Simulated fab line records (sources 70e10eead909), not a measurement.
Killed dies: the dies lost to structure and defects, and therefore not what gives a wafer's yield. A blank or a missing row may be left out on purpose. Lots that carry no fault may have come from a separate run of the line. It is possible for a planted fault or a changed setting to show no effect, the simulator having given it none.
Which of the tools did it? :: flow nandHarc :: 24 lots, 72 wafers sampled, at 3 steps of a route of 1302

WHAT THE GAUGES SHOWED, per wafer
NHARC_A_SLIT_OVL_MEAS_10.
lot: L074
measured: day 19 17:15
on: overlay-01
overlayXNm (nm): -1.6 -1.8 -1.0
overlayYNm (nm): -0.2 0.3 0.5

lot: L075
measured: day 20 07:49
on: overlay-01
overlayXNm (nm): -1.1 -0.6 -0.1
overlayYNm (nm): 0.2 -0.2 0.9

lot: L076
measured: day 20 07:28
on: overlay-01
overlayXNm (nm): -0.7 -0.9 -0.3
overlayYNm (nm): -0.9 -1.4 -0.8

lot: L077
measured: day 20 08:23
on: overlay-02
overlayXNm (nm): 0.7 0.7 0.8
overlayYNm (nm): -1.0 -1.5 -1.1

lot: L078
measured: day 21 00:23
on: overlay-02
overlayXNm (nm): -1.2 -1.0 0.0
overlayYNm (nm): -0.2 -1.4 -0.8

lot: L079
measured: day 21 11:04
on: overlay-01
overlayXNm (nm): 0.4 0.4 -0.1
overlayYNm (nm): 0.8 0.9 0.3

lot: L080
measured: day 22 02:43
on: overlay-02
overlayXNm (nm): 0.6 0.3 1.0
overlayYNm (nm): 0.3 0.5 0.8

lot: L081
measured: day 23 04:15
on: overlay-01
overlayXNm (nm): 0.2 -0.5 0.0
overlayYNm (nm): -0.7 -1.1 -0.7

lot: L082
measured: day 23 16:55
on: overlay-02
overlayXNm (nm): -0.2 -0.1 -0.2
overlayYNm (nm): -0.9 -0.6 -0.3

lot: L083
measured: day 23 16:46
on: overlay-01
overlayXNm (nm): -0.1 -0.3 0.0
overlayYNm (nm): 1.4 1.4 0.9

lot: L084
measured: day 24 00:11
on: overlay-01
overlayXNm (nm): -1.6 -0.9 -1.6
overlayYNm (nm): -1.1 -0.9 -1.2

lot: L085
measured: day 24 08:28
on: overlay-01
overlayXNm (nm): -0.3 0.1 0.1
overlayYNm (nm): 0.2 0.6 1.3

lot: L087
measured: day 25 09:40
on: overlay-02
overlayXNm (nm): -0.4 0.2 -0.1
overlayYNm (nm): 0.4 0.6 1.0

lot: L086
measured: day 25 09:18
on: overlay-02
overlayXNm (nm): -0.6 0.3 0.1
overlayYNm (nm): -1.0 -0.7 -0.9

lot: L088
measured: day 25 12:44
on: overlay-02
overlayXNm (nm): -0.9 -1.0 -1.3
overlayYNm (nm): -0.3 -0.6 -0.5

lot: L089
measured: day 26 06:07
on: overlay-01
overlayXNm (nm): -0.6 -0.6 -0.7
overlayYNm (nm): -0.1 -0.1 0.1

lot: L090
measured: day 26 09:19
on: overlay-02
overlayXNm (nm): -0.1 0.2 -0.2
overlayYNm (nm): -1.9 -2.2 -1.9

lot: L091
measured: day 26 05:30
on: overlay-01
overlayXNm (nm): 0.6 -0.1 0.2
overlayYNm (nm): -0.2 -0.1 -0.3

lot: L092
measured: day 27 06:14
on: overlay-02
overlayXNm (nm): -0.2 0.3 0.3
overlayYNm (nm): 0.2 0.5 0.7

lot: L094
measured: day 27 15:17
on: overlay-01
overlayXNm (nm): 0.6 0.5 0.5
overlayYNm (nm): -0.3 -0.1 -0.5

lot: L093
measured: day 27 15:19
on: overlay-02
overlayXNm (nm): -0.4 -0.5 -0.7
overlayYNm (nm): -0.8 -1.0 -1.1

lot: L095
measured: day 28 11:59
on: overlay-01
overlayXNm (nm): -0.2 -0.2 -0.1
overlayYNm (nm): 1.0 1.3 0.9

lot: L097
measured: day 29 13:15
on: overlay-01
overlayXNm (nm): 1.5 1.2 1.1
overlayYNm (nm): 0.7 0.9 1.3

lot: L096
measured: day 29 20:14
on: overlay-01
overlayXNm (nm): 0.2 0.1 -0.1
overlayYNm (nm): 1.2 0.6 0.6

WHICH TOOL RAN EACH LOT (tool, then ch and the chambers of the sampled wafers, then the start)
lot: L074
NHARC_A_STAIRCASE_ETCH_444: rieDiel-05 ch 1,2,3, day 18 16:18
NHARC_A_SGD_CUT_STRIP_17: rieDiel-06 ch 0,1,2, day 19 17:15 or earlier

lot: L075
NHARC_A_STAIRCASE_ETCH_444: rieDiel-04 ch 0,2,3, day 19 06:46
NHARC_A_SGD_CUT_STRIP_17: rieDiel-02 ch 0,1,3, day 20 07:49 or earlier

lot: L076
NHARC_A_STAIRCASE_ETCH_444: rieDiel-05 ch 0,1, day 19 07:14
NHARC_A_SGD_CUT_STRIP_17: rieDiel-08 ch 0,1,3, day 20 07:28 or earlier

lot: L077
NHARC_A_STAIRCASE_ETCH_444: rieDiel-04 ch 0,2,3, day 19 11:02
NHARC_A_SGD_CUT_STRIP_17: rieDiel-06 ch 0,1,3, day 20 08:23 or earlier

lot: L078
NHARC_A_STAIRCASE_ETCH_444: rieDiel-05 ch 0,3, day 20 03:40
NHARC_A_SGD_CUT_STRIP_17: rieDiel-02 ch 0,1, day 21 00:23 or earlier

lot: L079
NHARC_A_STAIRCASE_ETCH_444: rieDiel-05 ch 0,1,3, day 20 11:48
NHARC_A_SGD_CUT_STRIP_17: rieDiel-08 ch 0,1,3, day 21 11:04 or earlier

lot: L080
NHARC_A_STAIRCASE_ETCH_444: rieDiel-04 ch 0,1, day 21 04:45
NHARC_A_SGD_CUT_STRIP_17: rieDiel-08 ch 0,1,3, day 22 02:43 or earlier

lot: L081
NHARC_A_STAIRCASE_ETCH_444: rieDiel-05 ch 0,1,2, day 22 09:51
NHARC_A_SGD_CUT_STRIP_17: rieDiel-06 ch 1,2, day 23 04:15 or earlier

lot: L082
NHARC_A_STAIRCASE_ETCH_444: rieDiel-11 ch 0,1,3, day 22 16:53
NHARC_A_SGD_CUT_STRIP_17: rieDiel-08 ch 0,1,2, day 23 16:55 or earlier

lot: L083
NHARC_A_STAIRCASE_ETCH_444: rieDiel-04 ch 1,2, day 22 17:40
NHARC_A_SGD_CUT_STRIP_17: rieDiel-08 ch 1,2, day 23 16:46 or earlier

lot: L084
NHARC_A_STAIRCASE_ETCH_444: rieDiel-04 ch 1,2,3, day 23 01:49
NHARC_A_SGD_CUT_STRIP_17: rieDiel-08 ch 0,2,3, day 24 00:11 or earlier

lot: L085
NHARC_A_STAIRCASE_ETCH_444: rieDiel-11 ch 0,2,3, day 23 11:27
NHARC_A_SGD_CUT_STRIP_17: rieDiel-02 ch 0,2,3, day 24 08:28 or earlier

lot: L087
NHARC_A_STAIRCASE_ETCH_444: rieDiel-05 ch 1,2, day 24 08:45
NHARC_A_SGD_CUT_STRIP_17: rieDiel-08 ch 0,1,3, day 25 09:40 or earlier

lot: L086
NHARC_A_STAIRCASE_ETCH_444: rieDiel-04 ch 1,2,3, day 24 09:34
NHARC_A_SGD_CUT_STRIP_17: rieDiel-08 ch 0,1,3, day 24 18:52

lot: L088
NHARC_A_STAIRCASE_ETCH_444: rieDiel-11 ch 0,2,3, day 24 09:51
NHARC_A_SGD_CUT_STRIP_17: rieDiel-06 ch 1,2, day 25 12:44 or earlier

lot: L089
NHARC_A_STAIRCASE_ETCH_444: rieDiel-04 ch 0,3, day 25 08:24
NHARC_A_SGD_CUT_STRIP_17: rieDiel-06 ch 1,2,3, day 26 06:07 or earlier

lot: L090
NHARC_A_STAIRCASE_ETCH_444: rieDiel-11 ch 1,3, day 25 08:50
NHARC_A_SGD_CUT_STRIP_17: rieDiel-08 ch 0,1,3, day 26 09:19 or earlier

lot: L091
NHARC_A_STAIRCASE_ETCH_444: rieDiel-11 ch 1,2,3, day 25 11:24
NHARC_A_SGD_CUT_STRIP_17: rieDiel-08 ch 0,1,2, day 26 05:30 or earlier

lot: L092
NHARC_A_STAIRCASE_ETCH_444: rieDiel-05 ch 0,3, day 26 07:37
NHARC_A_SGD_CUT_STRIP_17: rieDiel-08 ch 0,1, day 27 06:14 or earlier

lot: L094
NHARC_A_STAIRCASE_ETCH_444: rieDiel-05 ch 0,2,3, day 26 19:30
NHARC_A_SGD_CUT_STRIP_17: rieDiel-02 ch 0,2,3, day 27 15:17 or earlier

lot: L093
NHARC_A_STAIRCASE_ETCH_444: rieDiel-11 ch 0,2,3, day 26 19:39
NHARC_A_SGD_CUT_STRIP_17: rieDiel-06 ch 0,1,3, day 27 15:19 or earlier

lot: L095
NHARC_A_STAIRCASE_ETCH_444: rieDiel-05 ch 0,2,3, day 27 17:25
NHARC_A_SGD_CUT_STRIP_17: rieDiel-02 ch 1,2,3, day 28 11:59 or earlier

lot: L097
NHARC_A_STAIRCASE_ETCH_444: rieDiel-05 ch 1,2,3, day 28 17:39
NHARC_A_SGD_CUT_STRIP_17: rieDiel-08 ch 0,3, day 29 13:15 or earlier

lot: L096
NHARC_A_STAIRCASE_ETCH_444: rieDiel-11 ch 0,1, day 28 22:56
NHARC_A_SGD_CUT_STRIP_17: rieDiel-06 ch 2,3, day 29 20:14 or earlier
- NHARC_A_STAIRCASE_ETCH_444: etches the open film in C4F8/O2, target depth 20400 nm, time 6800 s.
- NHARC_A_SGD_CUT_STRIP_17: strips in O2.

WHAT THE TOOLS THEMSELVES READ (means of the sampled wafers that have a number; where no wafer has one, the mark that the record gives instead)
NHARC_A_STAIRCASE_ETCH_444.
lot: L074
tool: rieDiel-05
oesProductAu (a.u.): 0.974
rfVppV (V): 807

lot: L075
tool: rieDiel-04
oesProductAu (a.u.): 0.925
rfVppV (V): 805

lot: L076
tool: rieDiel-05
oesProductAu (a.u.): 0.968
rfVppV (V): 809

lot: L077
tool: rieDiel-04
oesProductAu (a.u.): 0.916
rfVppV (V): 806

lot: L078
tool: rieDiel-05
oesProductAu (a.u.): 0.974
rfVppV (V): 812

lot: L079
tool: rieDiel-05
oesProductAu (a.u.): 0.935
rfVppV (V): 809

lot: L080
tool: rieDiel-04
oesProductAu (a.u.): 0.926
rfVppV (V): 805

lot: L081
tool: rieDiel-05
oesProductAu (a.u.): 0.931
rfVppV (V): 805

lot: L082
tool: rieDiel-11
oesProductAu (a.u.): 0.923
rfVppV (V): 810

lot: L083
tool: rieDiel-04
oesProductAu (a.u.): 0.922
rfVppV (V): 812

lot: L084
tool: rieDiel-04
oesProductAu (a.u.): 0.928
rfVppV (V): 808

lot: L085
tool: rieDiel-11
oesProductAu (a.u.): 0.926
rfVppV (V): 806

lot: L087
tool: rieDiel-05
oesProductAu (a.u.): 0.924
rfVppV (V): 801

lot: L086
tool: rieDiel-04
oesProductAu (a.u.): 0.974
rfVppV (V): 808

lot: L088
tool: rieDiel-11
oesProductAu (a.u.): 0.929
rfVppV (V): 807

lot: L089
tool: rieDiel-04
oesProductAu (a.u.): 0.951
rfVppV (V): 802

lot: L090
tool: rieDiel-11
oesProductAu (a.u.): 0.921
rfVppV (V): 814

lot: L091
tool: rieDiel-11
oesProductAu (a.u.): 0.918
rfVppV (V): 807

lot: L092
tool: rieDiel-05
oesProductAu (a.u.): 0.972
rfVppV (V): 814

lot: L094
tool: rieDiel-05
oesProductAu (a.u.): 0.948
rfVppV (V): 808

lot: L093
tool: rieDiel-11
oesProductAu (a.u.): 0.963
rfVppV (V): 811

lot: L095
tool: rieDiel-05
oesProductAu (a.u.): 0.978
rfVppV (V): 808

lot: L097
tool: rieDiel-05
oesProductAu (a.u.): 0.925
rfVppV (V): 805

lot: L096
tool: rieDiel-11
oesProductAu (a.u.): 0.916
rfVppV (V): 807

NHARC_A_SGD_CUT_STRIP_17.
lot: L074
tool: rieDiel-06
drypumpMotorCurrentA (A): 5.5
oesProductAu (a.u.): 1.009
rfVppV (V): 56.5
showerheadPlenumPTorr (Torr): 3.40
throttleValvePct (%): 17.033

lot: L075
tool: rieDiel-02
drypumpMotorCurrentA (A): 5.7
oesProductAu (a.u.): 1.009
rfVppV (V): 58.1
showerheadPlenumPTorr (Torr): 3.42
throttleValvePct (%): 17.039

lot: L076
tool: rieDiel-08
drypumpMotorCurrentA (A): 5.8
oesProductAu (a.u.): 1.019
rfVppV (V): 57.3
showerheadPlenumPTorr (Torr): 3.58
throttleValvePct (%): 17.042

lot: L077
tool: rieDiel-06
drypumpMotorCurrentA (A): 5.8
oesProductAu (a.u.): 1.001
rfVppV (V): 57.5
showerheadPlenumPTorr (Torr): 3.49
throttleValvePct (%): 17.035

lot: L078
tool: rieDiel-02
drypumpMotorCurrentA (A): 5.4
oesProductAu (a.u.): 0.998
rfVppV (V): 56.5
showerheadPlenumPTorr (Torr): 3.33
throttleValvePct (%): 17.041

lot: L079
tool: rieDiel-08
drypumpMotorCurrentA (A): 5.7
oesProductAu (a.u.): 1.008
rfVppV (V): 58.1
showerheadPlenumPTorr (Torr): 3.58
throttleValvePct (%): 17.032

lot: L080
tool: rieDiel-08
drypumpMotorCurrentA (A): 5.7
oesProductAu (a.u.): 1.008
rfVppV (V): 58.9
showerheadPlenumPTorr (Torr): 3.58
throttleValvePct (%): 17.030

lot: L081
tool: rieDiel-06
drypumpMotorCurrentA (A): 5.4
oesProductAu (a.u.): 1.003
rfVppV (V): 57.6
showerheadPlenumPTorr (Torr): 3.44
throttleValvePct (%): 17.046

lot: L082
tool: rieDiel-08
drypumpMotorCurrentA (A): 5.4
oesProductAu (a.u.): 1.008
rfVppV (V): 57.7
showerheadPlenumPTorr (Torr): 3.46
throttleValvePct (%): 17.037

lot: L083
tool: rieDiel-08
drypumpMotorCurrentA (A): 5.0
oesProductAu (a.u.): 1.018
rfVppV (V): 57.3
showerheadPlenumPTorr (Torr): 3.45
throttleValvePct (%): 17.039

lot: L084
tool: rieDiel-08
drypumpMotorCurrentA (A): 5.7
oesProductAu (a.u.): 1.004
rfVppV (V): 57.8
showerheadPlenumPTorr (Torr): 3.55
throttleValvePct (%): 17.037

lot: L085
tool: rieDiel-02
drypumpMotorCurrentA (A): 5.9
oesProductAu (a.u.): 0.998
rfVppV (V): 57.9
showerheadPlenumPTorr (Torr): 3.52
throttleValvePct (%): 17.043

lot: L087
tool: rieDiel-08
drypumpMotorCurrentA (A): 5.7
oesProductAu (a.u.): 1.000
rfVppV (V): 57.7
showerheadPlenumPTorr (Torr): 3.57
throttleValvePct (%): 17.036

lot: L086
tool: rieDiel-08
drypumpMotorCurrentA (A): 5.7
oesProductAu (a.u.): 0.993
rfVppV (V): 58.7
showerheadPlenumPTorr (Torr): 3.57
throttleValvePct (%): 17.043

lot: L088
tool: rieDiel-06
drypumpMotorCurrentA (A): 5.0
oesProductAu (a.u.): 0.998
rfVppV (V): 56.4
showerheadPlenumPTorr (Torr): 3.44
throttleValvePct (%): 17.034

lot: L089
tool: rieDiel-06
drypumpMotorCurrentA (A): 5.3
oesProductAu (a.u.): 1.007
rfVppV (V): 57.7
showerheadPlenumPTorr (Torr): 3.53
throttleValvePct (%): 17.033

lot: L090
tool: rieDiel-08
drypumpMotorCurrentA (A): 5.7
oesProductAu (a.u.): 0.998
rfVppV (V): 58.0
showerheadPlenumPTorr (Torr): 3.57
throttleValvePct (%): 17.041

lot: L091
tool: rieDiel-08
drypumpMotorCurrentA (A): 5.4
oesProductAu (a.u.): 1.001
rfVppV (V): 58.3
showerheadPlenumPTorr (Torr): 3.46
throttleValvePct (%): 17.031

lot: L092
tool: rieDiel-08
drypumpMotorCurrentA (A): 5.9
oesProductAu (a.u.): 0.997
rfVppV (V): 57.1
showerheadPlenumPTorr (Torr): 3.50
throttleValvePct (%): 17.039

lot: L094
tool: rieDiel-02
drypumpMotorCurrentA (A): 5.9
oesProductAu (a.u.): 1.004
rfVppV (V): 58.1
showerheadPlenumPTorr (Torr): 3.52
throttleValvePct (%): 17.037

lot: L093
tool: rieDiel-06
drypumpMotorCurrentA (A): 5.8
oesProductAu (a.u.): 1.002
rfVppV (V): 57.0
showerheadPlenumPTorr (Torr): 3.48
throttleValvePct (%): 17.038

lot: L095
tool: rieDiel-02
drypumpMotorCurrentA (A): 5.8
oesProductAu (a.u.): 0.990
rfVppV (V): 58.4
showerheadPlenumPTorr (Torr): 3.51
throttleValvePct (%): 17.038

lot: L097
tool: rieDiel-08
drypumpMotorCurrentA (A): 6.2
oesProductAu (a.u.): 0.986
rfVppV (V): 58.8
showerheadPlenumPTorr (Torr): 3.58
throttleValvePct (%): 17.036

lot: L096
tool: rieDiel-06
drypumpMotorCurrentA (A): 5.2
oesProductAu (a.u.): 1.003
rfVppV (V): 57.2
showerheadPlenumPTorr (Torr): 3.60
throttleValvePct (%): 17.040

THE ANSWER, worked out from the rows above alone
Rule: the lots themselves supply what counts as usual. Put in order of their means at a reading, lots are off if they are a third of the lots or fewer, leave a main group of 4 or more, and stand apart from it by a gap of 3 or more times the standard deviation of the main group's means; of several such gaps the widest counts. Not used: any main group whose means are identical at the precision the tables above print for the reading. A lot without any number at a reading at which 4 lots or more have one is off too. All remaining lots with rows at the step are treated as sound. First the gauges in route order, then the tools' own readings, where a lot's mean is used as printed above. At the first step where some lot is off, the reading lying furthest off is the one used; lots without a number count as furthest.
No lot is off at any reading shown: from this, nothing can be told.

WHAT WAS PUT IN BY THE SIMULATOR
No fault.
